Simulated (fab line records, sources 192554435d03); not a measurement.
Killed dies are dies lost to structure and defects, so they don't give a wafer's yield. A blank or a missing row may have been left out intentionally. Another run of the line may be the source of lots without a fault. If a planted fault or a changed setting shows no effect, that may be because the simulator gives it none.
Matching of chambers + flow n5-finfet + N5_BEOL_M2_ETCH_77 on rie-diel-05 has 4 sister chambers
The step etches underlayer in N2/H2, target depth 6.5 nm, time 5.2 s. 4 wafers are shown with their chamber, then 12 later ones without.

== WAFERS WITH THEIR CHAMBER ==
| wafer  | chamber | drypump-motor-current-A (A) |
|--------|---------|-----------------------------|
| L081.4 | 0       | 5.2                         |
| L081.6 | 1       | 6.2                         |
| L084.5 | 3       | 5.3                         |
| L084.6 | 2       | 6.3                         |

== WAFERS WITHOUT THEIR CHAMBER ==
| wafer  | drypump-motor-current-A (A) |
|--------|-----------------------------|
| L085.3 | 5.4                         |
| L085.4 | 5.4                         |
| L085.6 | 6.3                         |
| L087.2 | 5.2                         |
| L087.3 | 5.4                         |
| L087.6 | 5.2                         |
| L091.1 | 5.4                         |
| L091.2 | 6.1                         |
| L091.3 | 5.2                         |
| L096.2 | 6.3                         |
| L096.5 | 5.4                         |
| L096.6 | 6.2                         |

== THE CHAMBER EACH PASSED THROUGH ==
| wafer  | from the rows above     | in truth |
|--------|-------------------------|----------|
| L085.3 | can't be placed: 3 or 0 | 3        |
| L085.4 | can't be placed: 3 or 0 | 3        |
| L085.6 | can't be placed: 2 or 1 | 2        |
| L087.2 | can't be placed: 0 or 3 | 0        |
| L087.3 | can't be placed: 3 or 0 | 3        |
| L087.6 | can't be placed: 0 or 3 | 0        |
| L091.1 | can't be placed: 3 or 0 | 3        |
| L091.2 | can't be placed: 1 or 2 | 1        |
| L091.3 | can't be placed: 0 or 3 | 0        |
| L096.2 | can't be placed: 2 or 1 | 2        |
| L096.5 | can't be placed: 3 or 0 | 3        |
| L096.6 | can't be placed: 1 or 2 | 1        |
0 of 12 placed correctly. Can't be placed from these rows: 12 (the true chamber is among the candidates in 12). Wrongly placed: 0.
How it was worked out, from the rows above alone: a wafer's distance from a chamber is the root of the sum, over the readings, of the square of ((its reading less the chamber's mean) divided by the reading's scatter). The wafer belongs to the nearest chamber; if the next one is less than 2 further off, it can't be placed. A chamber's mean is the mean of its shown wafers. The scatter: with one shown wafer a chamber, the root of the mean of the squares of how far each hidden wafer lies from its nearest shown one.
